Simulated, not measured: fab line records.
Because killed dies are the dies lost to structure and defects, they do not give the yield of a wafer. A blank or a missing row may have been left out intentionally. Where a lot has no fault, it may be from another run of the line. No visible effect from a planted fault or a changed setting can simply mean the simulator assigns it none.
A lot that was struck, set against a sound lot / flow n5-finfet / 14 out of 1938 route steps
Sound: wafers L170.1, L170.3, L170.4. Struck: wafer L174.4. (L174.2, L174.3 of the same lot were not struck and are left out.) The cause comes at the end.
Each step with rows lists, per side, the tool, then ch with its chambers, then its first start. Under that, the readings that differ: sound wafers / struck wafers / difference of the means / sigmas: that difference in standard deviations of wafers without a fault.
alike: readings with means less than 2 such deviations apart, plus words and numbers identical on both sides. not compared: withheld readings, readings lacking a value on some wafer, bounds such as >300 that could conceal the same value, and numbers that have no deviation in the record and whose values overlap.
A row with sigmas, a row that says differs or no value, or rows on one side alone: a step with any of these is where the two part. When numbers do not overlap yet have no deviation, they are printed without sigmas and do not part them. Lack of a reading on every wafer of one side parts them only where that side has two or more wafers.

first, 7 steps without rows for these wafers: N5_PASSIVATION_COAT_24; N5_PASSIVATION_EBR_26; N5_PASSIVATION_SOFTBAKE_25 (time 90 s); N5_PASSIVATION_EXPOSE_27 (exposes mask PAD, defocus 0 nm); N5_PASSIVATION_PEB_28; N5_PASSIVATION_DEVELOP_29 (develop time 60 s); N5_PASSIVATION_HARDBAKE_31 (time 120 s).
N5_PASSIVATION_CD_MEAS_30 targets a cd of 4000 nm.
  sound on cd-sem-02 ch 0, day 12 04:55; struck on cd-sem-01 ch 0, day 12 22:04
  alike: cd-nm
N5_PASSIVATION_OVL_MEAS_63:
  sound on overlay-01 ch 0, day 12 04:57; struck on overlay-02 ch 0, day 12 22:06
  alike: PAD_OVL
N5_PASSIVATION_INSPECT_64: inspects for defects (macro).
  struck on defect-inspect-01, day 12 22:07; sound on defect-inspect-01, day 12 04:58
  alike: raw-defect-count
N5_PASSIVATION_DESCUM_32: chemistry O2, time 7.9 s.
  sound on rie-diel-02 ch 0,2,3, day 12 05:00; struck on rie-diel-02 ch 2, day 12 22:13
  alike: drypump-motor-current-A, o2-flow-sccm, oes-product-au, rf-vpp-V, showerhead-plenum-p-Torr, throttle-valve-pct
  not compared: rf-hours-counter-h
N5_PASSIVATION_AL_ETCH_33: etches Al in Cl2/BCl3, stops on TaN, target depth 2800 nm, time 466.7 s.
  sound on rie-metal-02 ch 0,1, day 12 05:05; struck on rie-metal-03 ch 0, day 12 22:18
  alike: drypump-motor-current-A, oes-product-au, throttle-valve-pct
  not compared: rf-hours-counter-h
N5_PASSIVATION_ETCH_59: etches TaN in Cl2/BCl3, target depth 65 nm, time 34.9 s.
  sound on rie-metal-02 ch 0,1, day 12 05:29; struck on rie-metal-03 ch 0, day 12 22:42
reading=oes-product-au (a.u.); sound=0.97 0.97 0.89; struck=1.24; difference=+0.30; sigmas=+3
reading=model.etch.depth-nm (nm); sound=66.18 66.59 66.43; struck=92.64; difference=+26.24; sigmas=
  alike: drypump-motor-current-A, throttle-valve-pct
  not compared: rf-hours-counter-h
N5_PASSIVATION_STRIP_34: strips in O2.
  sound on rie-diel-06 ch 0,2,3, day 12 05:37; struck on rie-diel-05 ch 3, day 12 22:54
reading=rf-hours-counter-h (h); sound=243 254 81; struck=25; difference=-168; sigmas=
reading=throttle-valve-pct (%); sound=17.11 17.34 16.40; struck=16.30; difference=-0.65; sigmas=-3
  alike: drypump-motor-current-A, o2-flow-sccm, oes-product-au, rf-vpp-V, showerhead-plenum-p-Torr

WHERE THEY PART
At N5_PASSIVATION_ETCH_59 first; at N5_PASSIVATION_STRIP_34 last (within this record only).

WHY: what had been put in by the simulator
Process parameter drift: rie-metal-03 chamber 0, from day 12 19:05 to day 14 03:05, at N5_PASSIVATION_ETCH_59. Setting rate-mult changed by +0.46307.
